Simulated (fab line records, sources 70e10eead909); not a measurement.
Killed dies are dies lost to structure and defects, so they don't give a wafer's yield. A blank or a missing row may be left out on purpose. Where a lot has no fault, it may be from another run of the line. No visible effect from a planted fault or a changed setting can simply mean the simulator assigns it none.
fab line records | flow nand-harc
[record] lots = 6 | wafers = 16 | last-day = 33
route steps=1302 shown P_GATE@127 END@1302
lots that met no fault: from a run of the same line without faults
start-h: hours from the record's opening day to when the first of the lot's shown wafers began | wait-h: hours since the lot's step before | " the same as in the row above | L1.1+2: a single row standing in for several wafers | - value missing, or start not given | * or withheld: withheld | < > ~ a bound
route shown NAME@n: names a module that has steps shown in the file, with the first one's number in the route | usual: mean and standard deviation over wafers with no fault | same: alike in all rows | chamber/n: place in a boat | sites: per-site readings | _std_site: how widely they spread, as a standard deviation | _edge_site: the outer-site mean with the inner-site mean subtracted | radius-mm: how far each site lies from the wafer's centre | mask NAME#n: copy n | behind: the most recent tool/chamber to have shaped the wafer | hold: why the lot was held/for how many hours/how that ended | device: names the non-switching transistor (n, p or np) | end of line: at the end of the route, the tests of the same wafers | for a step that has no rows: nothing shown but its recipe | killed: the dies lost at the first sort to structure and to defects; this is not the yield of the wafer | map: a wafer's dies, x killed, . not, _ none there
set.NAME: setting as actually run; set.NAME@STEP: the setting as run at that earlier step | model.NAME: the simulator's own value behind a step, which no gauge read
lots seen at some steps along the route; tables by step, rows by wafer
services: a tool's chamber out of use, with start hour (start-h, from the record's first day; less than 0 if before it), hours out, and reason
[[steps]]
[step NHARC_P_GATE_PRECLEAN_71]
[recipe] time-s = * | temp-c = 50 | bath-age-min = 0 | chemistry = SC1
[step NHARC_P_GATE_SRD_72]
[step NHARC_P_GATE_OXIDE_16]
[recipe] target-thk-a = 30 | temp-c = 875 | ox-time-s = 392 | material = SiO2
[step NHARC_P_GATE_CVD_17]
[recipe] target-thk-a = 1500 | temp-c = 620 | time-s = 900 | material = poly-Si
[step NHARC_P_GATE_HM_DEP_102]
[recipe] target-thk-a = 1200 | temp-c = 400 | material = aC
[usual] throttle-valve-pct = 34.999/0.0089
lot.wafer | tool       | chamber | start-h | wait-h | throttle-valve-pct
L975.3    | acl-dep-01 | 0       | 123.19  | 2.8    | 34.990
L975.4    | "          | 0       | "       | "      | 35.004
L975.5    | "          | 0       | "       | "      | 34.997
L980.3    | acl-dep-02 | 0       | 175.92  | 0.6    | 35.002
L980.4    | "          | 0       | "       | "      | 34.984
L980.6    | "          | 0       | "       | "      | 35.001
L982.1    | acl-dep-02 | 0       | 196.94  | 4.7    | 34.990
L982.3    | "          | 0       | "       | "      | 35.002
L983.1    | acl-dep-02 | 0       | 204.93  | 0.6    | 35.013
L983.3    | "          | 0       | "       | "      | 35.000
L993.3    | acl-dep-01 | 0       | 301.58  | 0.6    | 35.003
L993.5    | "          | 0       | "       | "      | 34.977
L993.6    | "          | 0       | "       | "      | 34.998
L994.1    | acl-dep-03 | 0       | 316.06  | 0.8    | 35.004
L994.4    | "          | 0       | "       | "      | 35.005
L994.5    | "          | 0       | "       | "      | 35.001
[step NHARC_P_GATE_DEP_103]
[recipe] target-thk-a = 300 | target-thk-nm = 30 | temp-c = 400 | flow-sccm = 200 | rf-w = 350 | material = SiON
[usual] heater-power-w = 756/93
lot.wafer | tool     | chamber | start-h | wait-h | heater-power-w
L975.3    | pecvd-02 | 2       | 123.69  | 0.4    | 646
L975.5    | "        | 1       | "       | "      | 762
L975.4    | "        | 2       | "       | "      | 670
L980.3    | pecvd-02 | 0       | 176.37  | 0.3    | 810
L980.4    | "        | 0       | "       | "      | 825
L980.6    | "        | 1       | "       | "      | 799
L982.1    | pecvd-04 | 1       | 197.60  | 0.6    | 751
L982.3    | "        | 2       | "       | "      | 688
L983.3    | pecvd-04 | 2       | 205.59  | 0.3    | 702
L983.1    | "        | 0       | "       | "      | 906
L993.3    | pecvd-02 | 2       | 302.17  | 0.5    | 636
L993.6    | "        | 1       | "       | "      | 757
L993.5    | "        | 2       | "       | "      | 621
L994.1    | pecvd-04 | 2       | 317.26  | 1.1    | 681
L994.4    | "        | 0       | "       | "      | 853
L994.5    | "        | 2       | "       | "      | 673
[step NHARC_P_GATE_DEHYDRATE_18]
[recipe] temp-c = 150 | time-s = 120
[step NHARC_P_GATE_HMDS_19]
[recipe] time-s = 30
[step NHARC_P_GATE_COAT_20]
[recipe] spin-rpm = 1500 | resist-thk-nm = 90
[step NHARC_P_GATE_SOFTBAKE_21]
[recipe] temp-c = 105 | time-s = 55
[step NHARC_P_GATE_EBR_22]
[step NHARC_P_GATE_EXPOSE_23]
[recipe] na = 1.35 | target-cd-nm = 120 | dose-mj = 93.91 | mask-id = P_GATE
[step NHARC_P_GATE_PEB_24]
[recipe] peb-temp-c = 100 | peb-time-s = 65
[usual] resist-line-temp-C = 23.01/0.1
lot.wafer | tool           | chamber | start-h | wait-h | resist-line-temp-C
L975.3    | litho-track-06 | 0       | 124.24  | 0.0    | 22.88
L975.4    | "              | 0       | "       | "      | 23.04
L975.5    | "              | 0       | "       | "      | 23.10
L980.3    | litho-track-01 | 0       | 176.97  | 0.0    | 22.99
L980.4    | "              | 0       | "       | "      | 23.06
L980.6    | "              | 0       | "       | "      | 23.11
L982.1    | litho-track-01 | 0       | 198.08  | 0.1    | 22.92
L982.3    | "              | 0       | "       | "      | 23.02
L983.1    | litho-track-01 | 0       | 206.21  | 0.1    | 23.07
L983.3    | "              | 0       | "       | "      | 22.93
L993.3    | litho-track-06 | 0       | 302.72  | 0.0    | 23.18
L993.5    | "              | 0       | "       | "      | 23.08
L993.6    | "              | 0       | "       | "      | 23.00
L994.1    | litho-track-04 | 0       | 317.67  | 0.1    | 22.96
L994.4    | "              | 0       | "       | "      | 22.92
L994.5    | "              | 0       | "       | "      | 22.95
[step NHARC_P_GATE_DEVELOP_25]
[recipe] develop-time-s = 35 | dev-temp-c = 23
[step NHARC_P_GATE_CD_MEAS_26]
[recipe] target-cd-nm = 120 | landing-energy-ev = 500
[usual] cd-nm = 120.6/0.75
lot.wafer | tool      | chamber | start-h | wait-h | cd-nm
L975.3    | cd-sem-03 | 0       | 124.32  | -      | 120.7
L975.4    | "         | 0       | "       | "      | 120.6
L975.5    | "         | 0       | "       | "      | 121.1
L980.3    | cd-sem-01 | 0       | 177.05  | -      | 119.6
L980.4    | "         | 0       | "       | "      | 119.0
L980.6    | "         | 0       | "       | "      | 120.7
L982.1    | cd-sem-03 | 0       | 198.16  | -      | 121.5
L982.3    | "         | 0       | "       | "      | 111.2
L983.1    | cd-sem-03 | 0       | 206.29  | -      | 119.5
L983.3    | "         | 0       | "       | "      | 112.0
L993.3    | cd-sem-03 | 0       | 302.81  | -      | 120.3
L993.5    | "         | 0       | "       | "      | 120.1
L993.6    | "         | 0       | "       | "      | 120.3
L994.1    | cd-sem-03 | 0       | 317.75  | -      | 120.8
L994.4    | "         | 0       | "       | "      | 120.1
L994.5    | "         | 0       | "       | "      | 121.2
[step NHARC_P_GATE_OVL_MEAS_27]
[usual] overlay-x-nm = -0.3/0.67 | overlay-y-nm = -0.1/0.87
lot.wafer | tool       | chamber | start-h | wait-h | overlay-x-nm | overlay-y-nm
L975.3    | overlay-02 | -       | 124.40  | -      | 0.6          | -1.0
L975.4    | "          | -       | "       | "      | 0.5          | -0.9
L975.5    | "          | -       | "       | "      | 0.6          | -1.1
L980.3    | overlay-01 | -       | 177.15  | -      | -1.1         | 0.5
L980.4    | "          | -       | "       | "      | -1.3         | -0.2
L980.6    | "          | -       | "       | "      | -1.2         | 0.1
L982.1    | overlay-01 | -       | 198.25  | -      | 0.2          | -0.3
L982.3    | "          | -       | "       | "      | 1.1          | -0.3
L983.1    | overlay-02 | -       | 206.38  | -      | -0.6         | -1.8
L983.3    | "          | -       | "       | "      | 0.2          | -1.2
L993.3    | overlay-01 | -       | 302.89  | -      | 0.1          | -0.5
L993.5    | "          | -       | "       | "      | -0.2         | -1.0
L993.6    | "          | -       | "       | "      | 0.2          | -0.5
L994.1    | overlay-02 | -       | 317.84  | -      | 0.0          | 0.0
L994.4    | "          | -       | "       | "      | 0.3          | 0.5
L994.5    | "          | -       | "       | "      | 0.9          | 1.1
[step NHARC_P_GATE_INSPECT_28]
[usual] raw-defect-count = 6/3.1
lot.wafer | tool              | chamber | start-h | wait-h | raw-defect-count
L975.3    | defect-inspect-01 | -       | 124.44  | 0.0    | 5
L975.4    | "                 | -       | "       | "      | 16
L975.5    | "                 | -       | "       | "      | 5
L980.3    | defect-inspect-02 | -       | 177.19  | 0.0    | 7
L980.4    | "                 | -       | "       | "      | 6
L980.6    | "                 | -       | "       | "      | 6
L982.1    | defect-inspect-01 | -       | 198.28  | 0.0    | 3
L982.3    | "                 | -       | "       | "      | 5
L983.1    | defect-inspect-01 | -       | 206.41  | 0.0    | 4
L983.3    | "                 | -       | "       | "      | 4
L993.3    | defect-inspect-01 | -       | 302.93  | 0.0    | 13
L993.5    | "                 | -       | "       | "      | 3
L993.6    | "                 | -       | "       | "      | 4
L994.1    | defect-inspect-01 | -       | 317.88  | 0.0    | 2
L994.4    | "                 | -       | "       | "      | 3
L994.5    | "                 | -       | "       | "      | 7
[step NHARC_P_GATE_DESCUM_31]
[recipe] time-s = 3 | o2-flow-sccm = 200 | ar-flow-sccm = 0 | bias-power-w = 0 | chemistry = O2
[usual] drypump-motor-current-A = 5.6/0.31 | oes-product-au = 1.001/0.013 | rf-vpp-V = 57.8/0.86 | showerhead-plenum-p-Torr = 1.92/0.065 | throttle-valve-pct = 11.311/0.009
[same] bias-power-w = 0
lot.wafer | tool        | chamber | start-h | wait-h | drypump-motor-current-A | oes-product-au | rf-hours-counter-h | rf-vpp-V | showerhead-plenum-p-Torr | throttle-valve-pct | model.P_GATE.cd-nm
L975.3    | rie-diel-06 | 2       | 124.52  | 0.1    | 5.8                     | 1.015          | 10                 | 57.5     | 1.87                     | 11.317             | 120.2
L975.4    | "           | 3       | "       | "      | 5.4                     | 0.991          | 4                  | 57.2     | 1.96                     | 11.316             | 119.7
L975.5    | "           | 1       | "       | "      | 5.9                     | 0.988          | -                  | 58.4     | 1.99                     | 11.305             | 120.7
L980.3    | rie-diel-08 | 3       | 177.27  | 0.1    | 5.8                     | 0.990          | 9                  | 57.5     | 1.96                     | 11.312             | 119.9
L980.6    | "           | 0       | "       | "      | 5.1                     | 1.003          | -                  | 57.9     | 1.86                     | 11.306             | 119.5
L980.4    | "           | 1       | "       | "      | 5.5                     | 1.032          | -                  | 57.0     | 1.83                     | 11.317             | 119.3
L982.3    | rie-diel-04 | 1       | 198.36  | 0.1    | 5.9                     | 1.024          | 1                  | 56.0     | 1.89                     | 11.290             | 110.6
L982.1    | "           | 2       | "       | "      | 5.2                     | 0.992          | 1                  | 58.5     | 1.94                     | 11.307             | 121
L983.1    | rie-diel-08 | 2       | 206.49  | 0.1    | 5.4                     | 0.997          | 0                  | 59.1     | 2.06                     | 11.333             | 118.7
L983.3    | "           | 3       | "       | "      | 5.8                     | 0.995          | 0                  | 57.7     | 1.96                     | 11.301             | 113
L993.3    | rie-diel-06 | 2       | 303.00  | 0.1    | 5.8                     | 1.020          | 9                  | 56.5     | 1.87                     | 11.315             | 120.9
L993.6    | "           | 0       | "       | "      | 5.2                     | 1.007          | -                  | 58.6     | 1.92                     | 11.318             | 119.8
L993.5    | "           | 1       | "       | "      | 6.0                     | 0.992          | -                  | 57.1     | 1.98                     | 11.316             | 120
L994.1    | rie-diel-08 | 2       | 317.95  | 0.1    | 5.4                     | 1.008          | 4                  | 58.6     | 2.06                     | 11.317             | 119.6
L994.4    | "           | 0       | "       | "      | 5.1                     | 1.029          | 8                  | 58.2     | 1.86                     | 11.295             | 119.7
L994.5    | "           | 1       | "       | "      | 5.5                     | 0.990          | -                  | 58.8     | 1.83                     | 11.309             | 120.4
[step NHARC_P_GATE_ETCH_104]
[recipe] target-depth-a = 600 | time-s = withheld | cf4-flow-sccm = 100 | chf3-flow-sccm = 30 | ar-flow-sccm = 0 | rf-w = 500 | bias-w = 200 | chemistry = CF4/CHF3
[usual] bias-w = 200.0/0.56 | drypump-motor-current-A = 5.6/0.31 | oes-product-au = 0.947/0.024 | rf-vpp-V = 370.6/1.9 | showerhead-plenum-p-Torr = 1.58/0.051 | throttle-valve-pct = 16.803/0.0094
lot.wafer | tool        | chamber | start-h | wait-h | bias-w | drypump-motor-current-A | oes-product-au | rf-vpp-V | showerhead-plenum-p-Torr | throttle-valve-pct
L975.4    | rie-diel-06 | 1       | 124.59  | 0.1    | 199.4  | 6.0                     | 0.947          | 371.5    | 1.63                     | 16.803
L975.3    | "           | 2       | "       | "      | 200.8  | 5.8                     | 0.976          | 370.2    | 1.54                     | 16.803
L975.5    | "           | 3       | "       | "      | 201.1  | 5.4                     | 0.976          | 371.5    | 1.61                     | 16.797
L980.3    | rie-diel-08 | 1       | 177.36  | 0.1    | 200.9  | 5.5                     | 0.958          | 369.5    | 1.51                     | 16.802
L980.6    | "           | 0       | "       | "      | 199.7  | 5.1                     | 0.916          | 367.6    | 1.53                     | 16.808
L980.4    | "           | 3       | "       | "      | 200.4  | 5.8                     | 0.915          | 371.6    | 1.61                     | 16.815
L982.3    | rie-diel-04 | 3       | 198.43  | 0.1    | 199.3  | 6.2                     | 0.972          | 369.9    | 1.55                     | 16.808
L982.1    | "           | 1       | "       | "      | 200.7  | 5.9                     | 0.992          | 370.7    | 1.56                     | 16.799
L983.3    | rie-diel-08 | 2       | 206.56  | 0.1    | 200.1  | 5.5                     | 0.977          | 373.7    | 1.69                     | 16.791
L983.1    | "           | 3       | "       | "      | 200.3  | 5.8                     | 0.972          | 373.4    | 1.61                     | 16.807
L993.3    | rie-diel-06 | 2       | 303.07  | 0.1    | 200.2  | 5.8                     | 0.998          | 368.7    | 1.54                     | 16.808
L993.5    | "           | 1       | "       | "      | 200.1  | 5.9                     | 0.959          | 371.5    | 1.63                     | 16.802
L993.6    | "           | 2       | "       | "      | 200.2  | 5.8                     | 1.001          | 370.2    | 1.54                     | 16.797
L994.1    | rie-diel-08 | 1       | 318.03  | 0.1    | 200.4  | 5.5                     | 0.956          | 367.5    | 1.51                     | 16.812
L994.4    | "           | 3       | "       | "      | 200.2  | 5.8                     | 0.983          | 372.8    | 1.61                     | 16.802
L994.5    | "           | 1       | "       | "      | 199.7  | 5.5                     | 0.951          | 369.3    | 1.51                     | 16.807
[step NHARC_P_GATE_HM_OPEN_105]
[recipe] target-depth-a = 3600 | o2-flow-sccm = 400 | cos-flow-sccm = 20 | ar-flow-sccm = 0 | rf-w = 500 | bias-w = 300 | chemistry = O2/COS
[step NHARC_P_GATE_STRIP_106]
[recipe] o2-flow-sccm = 400 | cos-flow-sccm = 20 | ar-flow-sccm = 0 | bias-w = 0 | chemistry = O2/COS
[step NHARC_P_GATE_ETCH_114]
[recipe] target-depth-a = 300 | overetch-a = 30 | time-s = 16.5 | ion-energy-ev = 100 | cf4-flow-sccm = 80 | o2-flow-sccm = 20 | ar-flow-sccm = 0 | rf-w = 300 | bias-w = 100 | chemistry = CF4/O2
[usual] bias-w = 100.0/0.32 | drypump-motor-current-A = 5.6/0.32 | oes-product-au = 1.001/0.012 | rf-vpp-V = 197.8/1.1 | showerhead-plenum-p-Torr = 1.34/0.043 | throttle-valve-pct = 13.398/0.0091
lot.wafer | tool        | chamber | start-h | wait-h | bias-w | drypump-motor-current-A | oes-product-au | rf-hours-counter-h | rf-vpp-V | showerhead-plenum-p-Torr | throttle-valve-pct
L975.4    | rie-diel-06 | 0       | -       | -      | 99.9   | 5.3                     | 0.988          | 8                  | 196.7    | 1.34                     | 13.400
L975.3    | "           | 1       | "       | "      | 100.1  | 6.0                     | 0.992          | 9                  | 198.9    | 1.39                     | 13.395
L975.5    | "           | 2       | "       | "      | 100.3  | 5.8                     | 1.006          | -                  | 197.6    | 1.30                     | 13.373
L980.3    | rie-diel-08 | 1       | -       | -      | 99.8   | 5.5                     | 1.026          | 10                 | 198.2    | 1.28                     | 13.398
L980.6    | "           | 3       | "       | "      | 99.8   | 5.8                     | 0.990          | -                  | 198.6    | 1.37                     | 13.386
L980.4    | "           | 0       | "       | "      | 100.2  | 5.1                     | 0.993          | -                  | 197.6    | 1.30                     | 13.383
L982.3    | rie-diel-04 | 0       | -       | -      | 100.6  | 5.7                     | 1.008          | 1                  | 197.6    | 1.28                     | 13.409
L982.1    | "           | 1       | "       | "      | 100.3  | 5.9                     | 0.993          | 1                  | 197.6    | 1.32                     | 13.388
L983.3    | rie-diel-08 | 1       | -       | -      | 99.6   | 5.5                     | 1.008          | 0                  | 196.6    | 1.28                     | 13.408
L983.1    | "           | 2       | "       | "      | 100.2  | 5.4                     | 0.993          | 0                  | 199.6    | 1.43                     | 13.406
L993.3    | rie-diel-06 | 1       | -       | -      | 99.7   | 6.0                     | 0.993          | 9                  | 197.3    | 1.38                     | 13.391
L993.5    | "           | 1       | "       | "      | 100.0  | 6.0                     | 0.993          | -                  | 199.6    | 1.38                     | 13.383
L993.6    | "           | 2       | "       | "      | 100.5  | 5.8                     | 1.024          | -                  | 197.0    | 1.30                     | 13.402
L994.1    | rie-diel-08 | 2       | -       | -      | 99.3   | 5.4                     | 1.023          | 4                  | 200.2    | 1.43                     | 13.407
L994.4    | "           | 3       | "       | "      | 99.1   | 5.8                     | 1.000          | 9                  | 198.4    | 1.36                     | 13.415
L994.5    | "           | 1       | "       | "      | 99.9   | 5.5                     | 0.998          | -                  | 196.2    | 1.28                     | 13.414
[step NHARC_P_GATE_ETCH_32]
[recipe] target-depth-a = 1500 | over-etch-frac = 1 | over-etch-ion-energy-ev = 40 | time-s = 100.1 | hbr-flow-sccm = 150 | cl2-flow-sccm = 50 | rf-w = 400 | icp-w = 400 | bias-w = 100 | chemistry = HBr/Cl2
[usual] bias-w = 99.94/0.29 | drypump-motor-current-A = 5.8/0.37 | oes-product-au = 1.007/0.015 | throttle-valve-pct = 26.406/0.01
lot.wafer | tool      | chamber | start-h | wait-h | bias-w | drypump-motor-current-A | oes-product-au | rf-hours-counter-h | throttle-valve-pct | model.P_GATE.cd-nm
L975.4    | rie-si-06 | 0       | 124.96  | -      | 99.93  | 5.7                     | 1.013          | 0.23               | 26.409             | 116.4
L975.3    | "         | 3       | "       | "      | 100.47 | 6.2                     | 0.997          | 0.20               | 26.414             | 117.4
L975.5    | "         | 1       | "       | "      | 99.53  | 5.9                     | 0.993          | -                  | 26.413             | 120.5
L980.4    | rie-si-06 | 3       | 177.79  | -      | 100.06 | 6.2                     | 1.002          | 0.68               | 26.403             | 121.8
L980.3    | "         | 1       | "       | "      | 99.74  | 5.9                     | 1.005          | 0.53               | 26.393             | 125.3
L980.6    | "         | 2       | "       | "      | 100.24 | 5.8                     | 1.033          | -                  | 26.404             | 123.1
L982.1    | rie-si-06 | 0       | 198.81  | -      | 99.80  | 5.7                     | 1.029          | 0.86               | 26.400             | 127.1
L982.3    | "         | 1       | "       | "      | 99.81  | 5.9                     | 1.010          | 0.68               | 26.404             | 118.5
L983.1    | rie-si-04 | 0       | 206.94  | -      | 100.28 | 5.9                     | 1.025          | 0.15               | 26.392             | 116.6
L983.3    | "         | 1       | "       | "      | 100.18 | 5.2                     | 1.004          | 0.14               | 26.376             | 105.2
L993.3    | rie-si-06 | 1       | 303.45  | -      | 100.15 | 5.9                     | 1.001          | 0.23               | 26.404             | 120.8
L993.5    | "         | 1       | "       | "      | 99.72  | 5.9                     | 1.003          | -                  | 26.399             | 123.1
L993.6    | "         | 3       | "       | "      | 99.97  | 6.1                     | 1.009          | -                  | 26.401             | 119.4
L994.4    | rie-si-06 | 3       | 318.40  | -      | 99.89  | 6.2                     | 1.008          | 0.40               | 26.418             | 122.3
L994.1    | "         | 1       | "       | "      | 99.95  | 5.8                     | 1.004          | 0.36               | 26.398             | 117.9
L994.5    | "         | 0       | "       | "      | 99.38  | 5.7                     | 0.995          | -                  | 26.414             | 121.5
[step NHARC_P_GATE_STRIP_108]
[recipe] o2-flow-sccm = 500 | ar-flow-sccm = 0 | bias-w = 0 | chemistry = O2
[usual] drypump-motor-current-A = 5.7/0.33 | oes-product-au = 1.001/0.013 | rf-vpp-V = 57.9/0.84 | showerhead-plenum-p-Torr = 3.53/0.1 | throttle-valve-pct = 17.035/0.01
[same] bias-w = 0
lot.wafer | tool        | chamber | start-h | wait-h | drypump-motor-current-A | oes-product-au | rf-hours-counter-h | rf-vpp-V | showerhead-plenum-p-Torr | throttle-valve-pct
L975.3    | rie-diel-04 | 1       | 125.12  | -      | 6.0                     | 1.027          | 8.4                | 59.3     | 3.50                     | 17.034
L975.4    | "           | 0       | "       | "      | 5.7                     | 0.993          | 7.3                | 58.4     | 3.38                     | 17.034
L975.5    | "           | 1       | "       | "      | 5.9                     | 1.029          | -                  | 57.2     | 3.50                     | 17.025
L980.3    | rie-diel-08 | 3       | 177.98  | -      | 5.8                     | 0.979          | 9.4                | 56.9     | 3.61                     | 17.029
L980.6    | "           | 0       | "       | "      | 5.1                     | 0.993          | -                  | 58.2     | 3.44                     | 17.024
L980.4    | "           | 3       | "       | "      | 5.8                     | 0.990          | -                  | 58.2     | 3.61                     | 17.052
L982.1    | rie-diel-04 | 0       | 198.98  | -      | 5.7                     | 1.007          | 1.2                | 58.3     | 3.38                     | 17.028
L982.3    | "           | 1       | "       | "      | 5.9                     | 1.002          | 1.2                | 57.2     | 3.49                     | 17.030
L983.3    | rie-diel-06 | 1       | 207.12  | -      | 6.0                     | 0.996          | 4.6                | 59.8     | 3.65                     | 17.030
L983.1    | "           | 2       | "       | "      | 5.8                     | 1.017          | 4.5                | 57.0     | 3.45                     | 17.047
L993.3    | rie-diel-04 | 1       | 303.65  | -      | 6.0                     | 1.008          | 7.2                | 57.9     | 3.49                     | 17.047
L993.6    | "           | 0       | "       | "      | 5.7                     | 1.006          | -                  | 57.3     | 3.38                     | 17.037
L993.5    | "           | 1       | "       | "      | 5.9                     | 1.010          | -                  | 57.5     | 3.49                     | 17.024
L994.1    | rie-diel-04 | 1       | 318.58  | -      | 6.0                     | 0.999          | 9.1                | 56.1     | 3.49                     | 17.039
L994.4    | "           | 3       | "       | "      | 6.3                     | 0.997          | 7.6                | 57.4     | 3.48                     | 17.029
L994.5    | "           | 1       | "       | "      | 5.9                     | 1.003          | -                  | 58.0     | 3.49                     | 17.016
[step NHARC_END_SORT_01]
[recipe] temp-c = 25
[usual] killed-at-array = 61/26 | killed-at-other = 0.8/1.1 | killed-at-periphery = 4.0/2.6 | killed-dies = 66/26 | killed-open = 3.1/1.7 | killed-short = 2.5/1.5
[same] gross-dies = 677
lot.wafer | tool      | chamber | start-h | wait-h | killed-at-array | killed-at-other | killed-at-periphery | killed-dies | killed-open | killed-short
L983.1    | prober-02 | 0       | 690.00  | 2.5    | 67              | 3               | 3                   | 73          | 3           | 1
L983.3    | prober-02 | 0       | 691.64  | 3.1    | 75              | 1               | 9                   | 85          | 6           | 2
// killed by level:class
L983.1 A_SLIT:chamber-film-flake=33 A_CONTACT:chamber-film-flake=13 A_CHANNEL_HOLE_D2:chamber-film-flake=8 A_CHANNEL_HOLE_D1:chamber-film-flake=6 THIN_TSV:chamber-film-flake=3 P_GATE:chamber-film-flake=2 A_CHANNEL_FILL_D2:chamber-film-flake=2 P_GATE:geometric-particle:open=1
L983.3 A_SLIT:chamber-film-flake=29 A_CONTACT:chamber-film-flake=16 A_CHANNEL_HOLE_D1:chamber-film-flake=10 A_CHANNEL_HOLE_D2:chamber-film-flake=10 P_GATE:chamber-film-flake=6 A_CHANNEL_FILL_D1:geometric-particle:open=2 A_STAIRCASE:chamber-film-flake=2 P_GATE:geometric-particle:open=1
[[services]]
tool           | chamber | start-h | hours | kind
rie-diel-08    | 3       | 102.16  | 12.0  | repair
pecvd-04       | -       | 122.86  | 0.8   | repair
rie-diel-06    | -       | 130.20  | 9.0   | pm
rie-diel-08    | 3       | 146.55  | 4.5   | repair
rie-diel-06    | 3       | 147.40  | 10.5  | repair
rie-diel-06    | 2       | 149.92  | 2.8   | repair
litho-track-01 | -       | 155.00  | 7.0   | pm
pecvd-04       | -       | 167.69  | 0.6   | repair
pecvd-04       | -       | 169.28  | 1.4   | repair
rie-diel-04    | 0       | 170.45  | 6.7   | repair
rie-diel-08    | 2       | 175.52  | 6.6   | repair
rie-diel-04    | -       | 177.93  | 9.0   | pm
rie-diel-08    | -       | 190.80  | 9.0   | pm
acl-dep-02     | -       | 191.46  | 0.0   | repair
rie-diel-08    | 2       | 211.32  | 9.2   | repair
rie-diel-08    | 1       | 212.18  | 7.5   | repair
pecvd-02       | -       | 227.19  | 13.0  | pm
rie-diel-08    | -       | 242.21  | 0.2   | repair
rie-diel-08    | 3       | 245.28  | 7.5   | repair
rie-si-06      | -       | 249.00  | 9.0   | pm
rie-diel-08    | 2       | 276.68  | 20.8  | repair
pecvd-02       | 0       | 290.06  | 12.8  | repair
rie-si-06      | 0       | 300.42  | 3.3   | repair
rie-diel-06    | -       | 307.20  | 9.0   | pm
[[key]]
[first-sign] step = NHARC_P_GATE_CD_MEAS_26 | reading = cd-nm | direction = down | sigmas = 12 | usual = 120.6 | struck = 111.6
effect none on later readings
[model-effect] step = NHARC_P_GATE_DESCUM_31 | value = P_GATE.cd-nm | without = 120.3 | struck = 111.8
[model-effect] step = NHARC_P_GATE_ETCH_32 | value = P_GATE.cd-nm | without = 120.3 | struck = 111.8
met-at NHARC_P_GATE_PEB_24
struck-wafers L982.3,L983.3
tester-left-out L982,L983
onset-between 176.97 198.08
[fault] kind = process-parameter-drift | tool = litho-track-01 | chamber = - | onset-h = 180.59 | steps = NHARC_P_GATE_PEB_24 | channel = peb-time-s | offset = * | shape = step | end-h = 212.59 | scope = struck-wafers-only | acts-in = * | stated = *
// tester-left-out: of these lots the tester's yield and bins aren't shown, on N5 and GAA mostly nor the transistor test; their killed dies are dies lost to structure and defects alone, not to doping, threshold or leakage, so they don't give the yield
